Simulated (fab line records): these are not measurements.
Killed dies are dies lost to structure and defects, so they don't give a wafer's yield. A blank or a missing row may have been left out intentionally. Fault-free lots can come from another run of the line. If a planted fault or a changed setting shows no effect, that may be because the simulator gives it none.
fab line records	flow n5_finfet
record lots=7	wafers=21
route steps=1938 shown BEOL_M2@846 BEOL_M3@980 BEOL_M4@1050 BEOL_M5@1119
start_h: start of the lot's first displayed wafer, in hours after the record's first day	wait_h: hours from the lot's prior step to this one	" same as the row above	L1.1+2: several wafers, shown together as one row	- either no value or no given start	* or withheld: withheld	< > ~ a bound
route shown NAME@n: NAME is a module with steps in the file, n the number in the route of the first one	usual: the fault-free wafers' mean and standard deviation	same: alike in all rows	chamber/n: place in a boat	sites: each site's reading	_std_site: the values' standard deviation	_edge_site: outer sites' mean less inner sites'	radius_mm: how far each site lies from the wafer's centre	mask NAME#n: copy n	behind: the last tool/chamber to shape the wafer	hold: why the lot went on hold/how many hours it stayed there/how the hold came to an end	device: transistor that didn't switch, given as n, p or np	end of line: the route-end tests of the same wafers	where a step has no rows: the recipe by itself	killed: dies that structure and defects cost at the first sort, which is not the same as the wafer's yield	map: the dies of a wafer, with x for killed, . for not killed, _ for no die there
set.NAME: setting as actually run; set.NAME@STEP: the setting as run at that earlier step	model.NAME: the simulator's own value behind a step, which no gauge read
one table per step and one row per wafer, for lots whose settings were changed on purpose
## steps
# step N5_BEOL_M2_COAT_62
# recipe resist=SiARC	temp_c=220	time_s=60	spin_rpm=1500	resist_thk_nm=12
lot.wafer	tool	chamber	start_h	wait_h	set.spin_rpm	model.SiARC_of_BEOL_M2_COAT_62.thk_nm
L078.3	litho_track-01	0	-	-	1350	12.6
L078.4	"	0	"	"	1350	12.8
L078.5	"	0	"	"	1500	12
L080.1+3+6	litho_track-05	0	-	-	1500	12
L081.1+2+3	litho_track-01	0	-	-	1500	12
L083.2+3+5	litho_track-05	0	-	-	1552	11.8
L089.2+4	litho_track-04	0	-	-	1645	11.4
L089.6	"	0	"	"	1500	12
L090.2+5	litho_track-05	0	-	-	1443	12.2
L090.3	"	0	"	"	1500	12
L096.2+3	litho_track-04	0	-	-	1500	12
L096.4	"	0	"	"	1623	11.6
# step N5_BEOL_M2_COAT_73
# recipe resist=underlayer	temp_c=205	time_s=60	spin_rpm=1500	resist_thk_nm=5
# step N5_BEOL_M2_COAT_05
# recipe resist=CAR-EUV	spin_rpm=1500	resist_thk_nm=30
# step N5_BEOL_M2_DESCUM_16
# recipe chemistry=O2	time_s=7	source_power_w=50	bias_power_w=20	pressure_mtorr=20	rf_frequency_hz=2.712e+07	temp_c=40	resist=CAR-EUV	o2_flow_sccm=225
# step N5_BEOL_M2_ETCH_74
# recipe chemistry=N2/H2	target=underlayer	target_depth_a=65	mask_material=CAR-EUV	time_s=5.2	ion_energy_ev=200	pressure_mtorr=30	source_w=840	bias_w=150	n2_flow_sccm=200	h2_flow_sccm=200	ends=cleared
# step N5_BEOL_M2_ETCH_63
# recipe chemistry=CF4	target=SiARC	target_depth_a=156	mask_material=CAR-EUV	time_s=26	ion_energy_ev=80	pressure_mtorr=40	source_w=545	bias_w=36	Ar_flow_sccm=100	cf4_flow_sccm=100	ends=cleared
lot.wafer	tool	chamber	start_h	wait_h	set.spin_rpm@BEOL_M2_COAT_62	model.etch.depth_nm
L078.3	rie_diel-04	3	155.81	0.0	1350	12.68
L078.4	"	0	"	"	1350	12.73
L078.5	"	3	"	"	1500	12.03
L080.1+6	rie_diel-04	1	177.60	0.0	1500	11.96
L080.3	"	2	"	"	1500	11.98
L081.1+2	rie_diel-05	1,2	184.10	0.0	1500	11.99
L081.3	"	0	"	"	1500	12.01
L083.2	rie_diel-04	0	190.17	0.0	1552	11.8
L083.3	"	2	"	"	1552	11.81
L083.5	"	0	"	"	1552	11.76
L089.2	rie_diel-03	3	225.44	0.0	1645	11.46
L089.4	"	3	"	"	1645	11.43
L089.6	"	1	"	"	1500	11.99
L090.2	rie_diel-03	0	236.44	0.0	1443	12.22
L090.3	"	2	"	"	1500	11.98
L090.5	"	0	"	"	1443	12.24
L096.2	rie_diel-05	0	273.45	0.0	1500	11.99
L096.3	"	3	"	"	1500	11.98
L096.4	"	2	"	"	1623	11.55
# step N5_BEOL_M2_ETCH_64
# recipe chemistry=N2/H2	target=SOC	target_depth_a=750	overetch_a=225	mask_material=SiARC	temp_c=40	time_s=121.9	ion_energy_ev=200	pressure_mtorr=30	source_w=840	bias_w=150	n2_flow_sccm=200	h2_flow_sccm=200
lot.wafer	tool	chamber	start_h	wait_h	set.spin_rpm@BEOL_M2_COAT_62	model.SiARC_of_BEOL_M2_COAT_62.thk_nm
L078.3	rie_diel-04	3	155.84	0.0	1350	6.8
L078.4	"	0	"	"	1350	7.2
L078.5	"	3	"	"	1500	6
L080.1+3+6	rie_diel-04	1,2,1	177.63	0.0	1500	6
L081.1+2+3	rie_diel-05	1,2,0	184.13	0.0	1500	6.4
L083.2+5	rie_diel-04	0	190.20	0.0	1552	6.2
L083.3	"	2	"	"	1552	6
L089.2+4	rie_diel-03	3	225.47	0.0	1645	5.8
L089.6	"	1	"	"	1500	6.2
L090.2+5	rie_diel-03	0	236.47	0.0	1443	6.6
L090.3	"	2	"	"	1500	6.6
L096.2	rie_diel-05	0	273.48	0.0	1500	6.4
L096.3	"	3	"	"	1500	6.2
L096.4	"	2	"	"	1623	5.8
# step N5_BEOL_M2_TRENCH_ETCH_37
# recipe chemistry=C4F6/O2	target_depth_a=555.55	target=SiOC	time_s=29.2	ion_energy_ev=250	pressure_mtorr=30	source_w=355	bias_w=185	Ar_flow_sccm=300	C4F6_flow_sccm=10	O2_flow_sccm=10
lot.wafer	tool	chamber	start_h	wait_h	set.source_w	model.BEOL_M2.feature_depth_nm
L078.3	rie_diel-03	2	-	-	355	53.8
L078.4	"	3	"	"	355	55
L078.5	"	1	"	"	355	55.6
L080.1	rie_diel-04	1	-	-	355	56.8
L080.3	"	0	"	"	355	55.2
L080.6	"	1	"	"	355	56.6
L081.1	rie_diel-03	3	-	-	390.7	57.6
L081.2	"	0	"	"	390.7	56.4
L081.3	"	1	"	"	390.7	58.6
L083.2	rie_diel-04	2	-	-	355	55.2
L083.3	"	1	"	"	355	56.8
L083.5	"	0	"	"	355	55.4
L089.2	rie_diel-03	3	-	-	372.7	56.4
L089.4	"	0	"	"	355	54
L089.6	"	1	"	"	372.7	56.2
L090.2	rie_diel-03	0	-	-	355	54.2
L090.3	"	1	"	"	393.5	57.2
L090.5	"	3	"	"	393.5	57.6
L096.2	rie_diel-05	2	-	-	416.9	58.8
L096.3	"	1	"	"	355	54.4
L096.4	"	3	"	"	416.9	58.4
# step N5_BEOL_M3_TRENCH_ETCH_37
# recipe chemistry=C4F6/O2	target_depth_a=555.55	target=SiOC	time_s=29.2	ion_energy_ev=250	pressure_mtorr=30	source_w=355	bias_w=185	Ar_flow_sccm=300	C4F6_flow_sccm=10	O2_flow_sccm=10
# usual rf_vpp_V=663/9.3
lot.wafer	tool	chamber	start_h	wait_h	set.source_w	rf_vpp_V	model.BEOL_M3.feature_depth_nm	model.etch.depth_nm
L078.3	rie_diel-02	2	-	-	355	657	54.6	54.68
L078.4	"	1	"	"	355	646	56.2	56.29
L078.5	"	3	"	"	297.9	710	50.4	50.42
L080.1	rie_diel-01	2	-	-	355	660	55.6	55.67
L080.3	"	1	"	"	355	673	55.2	55.28
L080.6	"	0	"	"	355	670	56.2	56.3
L081.1	rie_diel-06	1	-	-	355	674	54.4	54.48
L081.2	"	2	"	"	355	668	54.6	54.52
L081.3	"	3	"	"	355	664	56	55.98
L083.2	rie_diel-06	1	-	-	355	674	55	55.04
L083.3	"	0	"	"	355	655	55.8	55.77
L083.5	"	1	"	"	355	674	55	54.92
L089.2	rie_diel-01	1	-	-	355	673	54.4	54.36
L089.4	"	2	"	"	355	661	55	54.99
L089.6	"	0	"	"	355	668	55.2	55.15
L090.2	rie_diel-02	0	-	-	355	678	56.6	56.56
L090.3	"	3	"	"	355	648	53.2	53.3
L090.5	"	0	"	"	406.7	633	60	59.91
L096.2	rie_diel-01	1	-	-	327	700	52.4	52.43
L096.3	"	3	"	"	355	658	54	53.9
L096.4	"	0	"	"	355	669	55.6	55.54
# step N5_BEOL_M3_ETCH_41
# recipe chemistry=CH3F/O2	target=SiCN	target_depth_a=299	taper_deg=2	time_s=52.5	ion_energy_ev=120	mask_material=TiN	pressure_mtorr=30	source_w=395	bias_w=75	Ar_flow_sccm=150	CH3F_flow_sccm=30	O2_flow_sccm=20
lot.wafer	tool	chamber	start_h	wait_h	set.target_depth_a	model.etch.depth_nm
L078.3	rie_diel-02	2	-	-	270.2	17.46
L078.4	"	1	"	"	299	20.04
L078.5	"	3	"	"	270.2	17.26
L080.1	rie_diel-01	2	-	-	299	19.75
L080.3	"	1	"	"	299	19.74
L080.6	"	0	"	"	299	19.89
L081.1	rie_diel-06	1	-	-	309.1	20.37
L081.2	"	2	"	"	299	19.99
L081.3	"	3	"	"	299	20.37
L083.2	rie_diel-06	1	-	-	299	19.84
L083.3	"	0	"	"	299	19.81
L083.5	"	1	"	"	288.7	18.96
L089.2	rie_diel-01	1	-	-	299	19.36
L089.4+6	"	2,0	"	"	299	19.78
L090.2	rie_diel-02	0	-	-	299	20.41
L090.3	"	3	"	"	299	19.32
L090.5	"	0	"	"	332.3	22.71
L096.2	rie_diel-01	1	-	-	271.7	17.88
L096.3	"	3	"	"	271.7	17.66
L096.4	"	0	"	"	299	20.13
# step N5_BEOL_M3_STRIP_97
# recipe chemistry=N2/H2	time_s=10	power_w=450	temp_c=40	pressure_mtorr=20	rf_frequency_hz=6e+07	bias_power_w=7	n2_flow_sccm=200	h2_flow_sccm=200
# step N5_BEOL_M3_OCD_MEAS_38
# usual trench_depth_nm=55.4/1
lot.wafer	tool	chamber	start_h	wait_h	set.source_w@BEOL_M3_TRENCH_ETCH_37	trench_depth_nm
L078.3	ocd-01	-	177.09	-	355	54.7
L078.4	"	-	"	"	355	55.7
L078.5	"	-	"	"	297.9	50.5
L080.1	ocd-02	-	197.33	-	355	56.4
L080.3	"	-	"	"	355	55.4
L080.6	"	-	"	"	355	56.6
L081.1	ocd-02	-	197.80	-	355	54.6
L081.2	"	-	"	"	355	54.6
L081.3	"	-	"	"	355	56.0
L083.2	ocd-02	-	203.83	-	355	55.3
L083.3	"	-	"	"	355	55.7
L083.5	"	-	"	"	355	55.0
L089.2	ocd-01	-	248.69	-	355	54.2
L089.4	"	-	"	"	355	54.7
L089.6	"	-	"	"	355	55.6
L090.2	ocd-01	-	253.95	-	355	56.6
L090.3	"	-	"	"	355	53.4
L090.5	"	-	"	"	406.7	59.9
L096.2	ocd-02	-	295.96	-	327	52.3
L096.3	"	-	"	"	355	54.1
L096.4	"	-	"	"	355	55.6
# step N5_BEOL_M4_COAT_22
# recipe resist=CAR-EUV	spin_rpm=1500	resist_thk_nm=30
lot.wafer	tool	chamber	start_h	wait_h	set.spin_rpm	model.CAR-EUV_of_BEOL_M4_COAT_22.thk_nm
L078.3+5	litho_track-04	0	-	-	1564	29.4
L078.4	"	0	"	"	1500	30
L080.1+3+6	litho_track-05	0	-	-	1500	30
L081.1+2	litho_track-03	0	-	-	1639	28.8
L081.3	"	0	"	"	1500	30
L083.2+3	litho_track-03	0	-	-	1662	28.4
L083.5	"	0	"	"	1500	30
L089.2+6	litho_track-04	0	-	-	1500	30
L089.4	"	0	"	"	1648	28.6
L090.2+3	litho_track-03	0	-	-	1557	29.6
L090.5	"	0	"	"	1500	30
L096.2	litho_track-03	0	-	-	1500	30.4
L096.3	"	0	"	"	1601	29.2
L096.4	"	0	"	"	1500	30.2
# step N5_BEOL_M4_EBR_24
# recipe solvent=PGMEA	ebr_width_mm=1.5
# step N5_BEOL_M4_SOFTBAKE_23
# recipe temp_c=110	time_s=60	resist=CAR-EUV
# step N5_BEOL_M4_DESCUM_33
# recipe chemistry=O2	time_s=7	source_power_w=50	bias_power_w=20	pressure_mtorr=20	rf_frequency_hz=2.712e+07	temp_c=40	resist=CAR-EUV	o2_flow_sccm=225
# step N5_BEOL_M4_ETCH_77
# recipe chemistry=N2/H2	target=underlayer	target_depth_a=65	mask_material=CAR-EUV	time_s=5.2	ion_energy_ev=200	pressure_mtorr=30	source_w=840	bias_w=150	n2_flow_sccm=200	h2_flow_sccm=200	ends=cleared
lot.wafer	tool	chamber	start_h	wait_h	set.spin_rpm@BEOL_M4_COAT_22	model.CAR-EUV_of_BEOL_M4_COAT_22.thk_nm
L078.3+5	rie_diel-03	1,2	183.26	0.0	1564	19.8
L078.4	"	2	"	"	1500	20.4
L080.1+3+6	rie_diel-05	0,3,1	203.86	0.0	1500	20.4
L081.1	rie_diel-05	2	205.53	0.0	1639	19
L081.2	"	1	"	"	1639	19.2
L081.3	"	0	"	"	1500	20.4
L083.2+3	rie_diel-05	1,2	210.83	0.0	1662	18.8
L083.5	"	2	"	"	1500	20.4
L089.2+6	rie_diel-03	0	255.56	0.0	1500	20.4
L089.4	"	3	"	"	1648	18.8
L090.2	rie_diel-03	3	263.10	0.0	1557	19.8
L090.3	"	0	"	"	1557	20
L090.5	"	0	"	"	1500	20.4
L096.2+4	rie_diel-04	2,0	303.35	0.0	1500	20.6
L096.3	"	1	"	"	1601	19.6
# step N5_BEOL_M4_ALD_98
# recipe material=SiO2	target_thk_a=25	temp_c=100	ald_precursor_family=BDEAS	ald_co_reactant=O2-plasma	pulse_time_s=1	co_reactant_pulse_time_s=1	purge_time_s=2	co_reactant_purge_time_s=2	ald_cycles=17	pressure_torr=2
lot.wafer	tool	chamber	start_h	wait_h	set.ald_cycles	model.SiO2_of_BEOL_M4_ALD_98.thk_nm
L078.3+5	ald_sin-02	0	183.40	0.1	16	2.4
L078.4	"	3	"	"	17	2.6
L080.1	ald_sin-02	1	203.96	0.1	17	2.6
L080.3+6	"	0	"	"	17	2.4
L081.1+2+3	ald_sin-01	1,3,2	205.65	0.1	17	2.6
L083.2+5	ald_sin-02	3	210.93	0.1	14	2
L083.3	"	1	"	"	17	2.6
L089.2	ald_sin-03	3	255.88	0.3	17	2.6
L089.4+6	"	2,3	"	"	16	2.4
L090.2	ald_sin-02	1	263.20	0.1	17	2.6
L090.3+5	"	2,0	"	"	20	3
L096.2+3	ald_sin-01	1,2	303.45	0.1	16	2.4
L096.4	"	0	"	"	17	2.4
# step N5_BEOL_M5_COAT_71
# recipe resist=underlayer	temp_c=205	time_s=60	spin_rpm=1500	resist_thk_nm=5
lot.wafer	tool	chamber	start_h	wait_h	set.spin_rpm
L078.3	litho_track-01	0	-	-	1500
L078.4+5	"	0	"	"	1557
L081.1+2	litho_track-02	0	-	-	1637
L081.3	"	0	"	"	1500
L080.1+3+6	litho_track-05	0	-	-	1500
L083.2	litho_track-02	0	-	-	1500
L083.3+5	"	0	"	"	1564
L089.2	litho_track-01	0	-	-	1369
L089.4+6	"	0	"	"	1500
L090.2	litho_track-02	0	-	-	1500
L090.3+5	"	0	"	"	1657
L096.2+3+4	litho_track-01	0	-	-	1500
# step N5_BEOL_M5_DESCUM_16
# recipe chemistry=O2	time_s=7	source_power_w=50	bias_power_w=20	pressure_mtorr=20	rf_frequency_hz=2.712e+07	temp_c=40	resist=CAR-EUV	o2_flow_sccm=225
lot.wafer	tool	chamber	start_h	wait_h	set.time_s	model.CAR-EUV_of_BEOL_M5_COAT_05.thk_nm
L078.3	rie_diel-02	0	193.63	0.0	7	26.2
L078.4	"	1	"	"	8.285	25.6
L078.5	"	3	"	"	8.285	25.8
L081.1	rie_diel-06	2	216.45	0.0	7	26
L081.2+3	"	0,3	"	"	7	25.8
L080.1	rie_diel-01	2	216.50	0.0	7	26
L080.3+6	"	1,3	"	"	7	26.2
L083.2+3	rie_diel-01	2,3	222.72	0.0	8.472	25.2
L083.5	"	3	"	"	7	25.8
L089.2	rie_diel-01	2	269.34	0.0	7	26.2
L089.4	"	3	"	"	6.103	26.6
L089.6	"	0	"	"	7	26
L090.2	rie_diel-01	1	273.90	0.0	8.262	25.6
L090.3+5	"	2,3	"	"	7	26.2
L096.2+4	rie_diel-06	0,1	315.73	0.0	7	26
L096.3	"	3	"	"	8.5	25.2
# step N5_BEOL_M5_ETCH_72
# recipe chemistry=N2/H2	target=underlayer	target_depth_a=65	mask_material=CAR-EUV	time_s=5.2	ion_energy_ev=200	pressure_mtorr=30	source_w=840	bias_w=150	n2_flow_sccm=200	h2_flow_sccm=200	ends=cleared
lot.wafer	tool	chamber	start_h	wait_h	set.spin_rpm@BEOL_M5_COAT_71	model.etch.depth_nm
L078.3	rie_diel-02	0	193.66	0.0	1500	5.024
L078.4	"	1	"	"	1557	4.902
L078.5	"	3	"	"	1557	4.9
L081.1	rie_diel-06	2	216.48	0.0	1637	4.777
L081.2	"	0	"	"	1637	4.768
L081.3	"	3	"	"	1500	4.982
L080.1	rie_diel-01	2	216.54	0.0	1500	4.958
L080.3	"	1	"	"	1500	4.975
L080.6	"	3	"	"	1500	4.976
L083.2	rie_diel-01	2	222.75	0.0	1500	4.994
L083.3	"	3	"	"	1564	4.898
L083.5	"	3	"	"	1564	4.891
L089.2	rie_diel-01	2	269.37	0.0	1369	5.237
L089.4+6	"	3,0	"	"	1500	5.005
L090.2	rie_diel-01	1	273.93	0.0	1500	4.984
L090.3	"	2	"	"	1657	4.731
L090.5	"	3	"	"	1657	4.744
L096.2	rie_diel-06	0	315.76	0.0	1500	4.987
L096.3	"	3	"	"	1500	4.992
L096.4	"	1	"	"	1500	4.98
# step N5_BEOL_M5_COAT_22
# recipe resist=CAR-EUV	spin_rpm=1500	resist_thk_nm=30
lot.wafer	tool	chamber	start_h	wait_h	set.spin_rpm	model.CAR-EUV_of_BEOL_M5_COAT_22.thk_nm
L078.3+5	litho_track-01	0	-	-	1422	30.8
L078.4	"	0	"	"	1500	30
L080.1+3+6	litho_track-01	0	-	-	1500	30.2
L081.1	litho_track-05	0	-	-	1500	30
L081.2+3	"	0	"	"	1387	31.2
L083.2	litho_track-02	0	-	-	1349	31.6
L083.3+5	"	0	"	"	1500	30
L089.2+4	litho_track-05	0	-	-	1500	30
L089.6	"	0	"	"	1378	31.2
L090.2	litho_track-02	0	-	-	1390	31.2
L090.3+5	"	0	"	"	1500	30
L096.2	litho_track-02	0	-	-	1562	29.6
L096.3+4	"	0	"	"	1500	30.2
# step N5_BEOL_M5_EBR_24
# recipe solvent=PGMEA	ebr_width_mm=1.5
# step N5_BEOL_M5_SOFTBAKE_23
# recipe temp_c=110	time_s=60	resist=CAR-EUV
# step N5_BEOL_M5_EXPOSE_25
# recipe mask_id=V4	na=0.33	source_shape=quasar	sigma_inner=0.2	sigma_outer=0.6	polarization=unpolarized	defocus_nm=10	dose_mj=52.75
# step N5_BEOL_M5_PEB_26
# recipe peb_temp_c=100	peb_time_s=60	resist=CAR-EUV
# step N5_BEOL_M5_DEVELOP_27
# recipe develop_time_s=30	developer=TMAH	resist=CAR-EUV	rinse_liquid=surfactant_rinse	dry=air_spin	dev_temp_c=23
lot.wafer	tool	chamber	start_h	wait_h	set.spin_rpm@BEOL_M5_COAT_22	model.CAR-EUV_of_BEOL_M5_COAT_22.thk_nm
L078.3+5	litho_track-01	0	-	-	1422	30.4
L078.4	"	0	"	"	1500	29.4
L080.1+3+6	litho_track-05	0	-	-	1500	29.8
L081.1	litho_track-02	0	-	-	1500	29.4
L081.2+3	"	0	"	"	1387	30.8
L083.2	litho_track-01	0	-	-	1349	31.2
L083.3+5	"	0	"	"	1500	29.4
L089.2+4	litho_track-05	0	-	-	1500	29.6
L089.6	"	0	"	"	1378	30.8
L090.2	litho_track-05	0	-	-	1390	30.8
L090.3+5	"	0	"	"	1500	29.6
L096.2	litho_track-05	0	-	-	1562	29.2
L096.3+4	"	0	"	"	1500	29.6
## key
split step=N5_BEOL_M2_COAT_62	setting=spin_rpm	stated=1500	by=wafer
response step=N5_BEOL_M2_COAT_62	reading=model.SiARC_of_BEOL_M2_COAT_62.thk_nm	change=-0.0612	per=1%	r=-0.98
response step=N5_BEOL_M2_ETCH_63	reading=model.etch.depth_nm	change=-0.0601	per=1%	r=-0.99
response step=N5_BEOL_M2_ETCH_64	reading=model.SiARC_of_BEOL_M2_COAT_62.thk_nm	change=-0.0653	per=1%	r=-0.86
split step=N5_BEOL_M2_TRENCH_ETCH_37	setting=source_w	stated=355	by=wafer
response step=N5_BEOL_M2_TRENCH_ETCH_37	reading=model.BEOL_M2.feature_depth_nm	change=+0.267	per=1%	r=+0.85
split step=N5_BEOL_M3_TRENCH_ETCH_37	setting=source_w	stated=355	by=wafer
response step=N5_BEOL_M3_TRENCH_ETCH_37	reading=rf_vpp_V	change=-3.1	per=1%	r=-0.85
response step=N5_BEOL_M3_TRENCH_ETCH_37	reading=model.BEOL_M3.feature_depth_nm	change=+0.326	per=1%	r=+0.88
response step=N5_BEOL_M3_TRENCH_ETCH_37	reading=model.etch.depth_nm	change=+0.323	per=1%	r=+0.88
response step=N5_BEOL_M3_OCD_MEAS_38	reading=trench_depth_nm	change=+0.312	per=1%	r=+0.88
split step=N5_BEOL_M3_ETCH_41	setting=target_depth_a	stated=299	by=wafer
response step=N5_BEOL_M3_ETCH_41	reading=model.etch.depth_nm	change=+0.256	per=1%	r=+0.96
split step=N5_BEOL_M4_COAT_22	setting=spin_rpm	stated=1500	by=wafer
response step=N5_BEOL_M4_COAT_22	reading=model.CAR-EUV_of_BEOL_M4_COAT_22.thk_nm	change=-0.142	per=1%	r=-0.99
response step=N5_BEOL_M4_ETCH_77	reading=model.CAR-EUV_of_BEOL_M4_COAT_22.thk_nm	change=-0.149	per=1%	r=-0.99
split step=N5_BEOL_M4_ALD_98	setting=ald_cycles	stated=17	by=wafer
response step=N5_BEOL_M4_ALD_98	reading=model.SiO2_of_BEOL_M4_ALD_98.thk_nm	change=+0.0275	per=1%	r=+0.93
split step=N5_BEOL_M5_COAT_71	setting=spin_rpm	stated=1500	by=wafer
response step=N5_BEOL_M5_ETCH_72	reading=model.etch.depth_nm	change=-0.0245	per=1%	r=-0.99
split step=N5_BEOL_M5_DESCUM_16	setting=time_s	stated=7	by=wafer
response step=N5_BEOL_M5_DESCUM_16	reading=model.CAR-EUV_of_BEOL_M5_COAT_05.thk_nm	change=-0.0325	per=1%	r=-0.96
split step=N5_BEOL_M5_COAT_22	setting=spin_rpm	stated=1500	by=wafer
response step=N5_BEOL_M5_COAT_22	reading=model.CAR-EUV_of_BEOL_M5_COAT_22.thk_nm	change=-0.156	per=1%	r=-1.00
response step=N5_BEOL_M5_DEVELOP_27	reading=model.CAR-EUV_of_BEOL_M5_COAT_22.thk_nm	change=-0.168	per=1%	r=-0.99
